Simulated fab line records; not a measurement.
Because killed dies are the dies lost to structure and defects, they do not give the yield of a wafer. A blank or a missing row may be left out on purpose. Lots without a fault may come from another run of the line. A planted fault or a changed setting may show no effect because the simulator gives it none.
Split-lot experiment ; flow n5_finfet ; on a route of 1938 steps: 7 lots, 21 wafers read

THE SPLIT ITSELF
At N5_ZERO_LAYER_EXPOSE_08 (exposes mask ZERO, defocus 0 nm, target cd 2000 nm), the setting dose_mj was moved away from the recipe's 16.2 on 6 of the 21 wafers read, by -7.2% to +6.8%. The other wafers ran this setting at the recipe's value.

FROM THE SPLIT TO THE READING: what the file shows between them, 3 steps
- N5_ZERO_LAYER_PEB_09
- N5_ZERO_LAYER_DEVELOP_10: develop time 60 s
- N5_ZERO_LAYER_HARDBAKE_23: time 120 s

THE READING
cd_nm, in nm, at N5_ZERO_LAYER_CD_MEAS_11 (target cd 2000 nm). Fault-free wafers of this fab line usually give 1999.4 nm, standard deviation 1.6 nm.

wafer;tool, chamber at the split;dose_mj as run;against the recipe;cd_nm, nm;against lot-mates on the recipe
L079.1;krf_scanner-01, 0;16.58;+2.3%;2003.0;+2.8
L079.2;krf_scanner-01, 0;16.58;+2.3%;2003.1;+2.9
L079.5;krf_scanner-01, 0;16.2;recipe;2000.2;-
L081.2;krf_scanner-01, 0;16.2;recipe;1998.6;-
L081.3;krf_scanner-01, 0;16.2;recipe;1999.2;-
L081.6;krf_scanner-01, 0;16.2;recipe;1996.9;-
L083.4;krf_scanner-02, 0;16.2;recipe;2001.1;-
L083.5;krf_scanner-02, 0;16.2;recipe;2000.3;-
L083.6;krf_scanner-02, 0;15.03;-7.2%;1988.0;-12.7
L089.1;krf_scanner-02, 0;16.2;recipe;2003.5;-
L089.4;krf_scanner-02, 0;16.2;recipe;1999.2;-
L089.6;krf_scanner-02, 0;16.2;recipe;1999.4;-
L091.1;krf_scanner-01, 0;15.28;-5.7%;1987.2;-11.8
L091.3;krf_scanner-01, 0;16.2;recipe;1999.6;-
L091.4;krf_scanner-01, 0;16.2;recipe;1998.4;-
L094.1;krf_scanner-02, 0;16.2;recipe;1999.7;-
L094.4;krf_scanner-02, 0;16.2;recipe;1998.3;-
L094.6;krf_scanner-02, 0;16.2;recipe;2002.4;-
L095.1;krf_scanner-01, 0;17.3;+6.8%;2011.5;+12.5
L095.3;krf_scanner-01, 0;16.2;recipe;1999.0;-
L095.6;krf_scanner-01, 0;17.3;+6.8%;2013.6;+14.6

FIT RESULTS
A straight line over all 21 wafers: cd_nm changes by +1.84 nm for each +1% of dose_mj; r = +0.96; the points scatter about the line by 1.6 nm.
The same after taking each lot's own level away (the mean of its wafers on the recipe; 21 wafers): +1.9 nm for each +1%; r = +0.98; scatter 1.3 nm.
Per that fit: largest dose_mj move, reading shift of 14 nm.
The span of the lots' own levels, 1998.23 to 2000.70 nm, comes to 1.5 times the standard deviation stated above.
Consequently the slope shifts little with the lot-to-lot level, the two slopes agreeing.
Check: for one of the wafers moved furthest among these (-7.2%), held out of the fit, the line's prediction against its lot-mates is -14.4 nm. It came out at -12.7 nm against them.

THE WHOLE CHAIN: every reading that the file lists as answering this split, in the file's order
step;what it does;reading;change (the file's fit);r (the file's)
N5_ZERO_LAYER_CD_MEAS_11;target cd 2000 nm;cd_nm;+1.9 nm for each +1% of the setting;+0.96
N5_ZERO_LAYER_DESCUM_16;chemistry O2, time 7.9 s;ZERO_LAYER.cd_nm (the simulator's own value, which no gauge read);+1.92 nm for each +1% of the setting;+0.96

FILE'S OWN FIT
cd_nm changes by +1.9 nm for each +1% of dose_mj, r = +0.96.
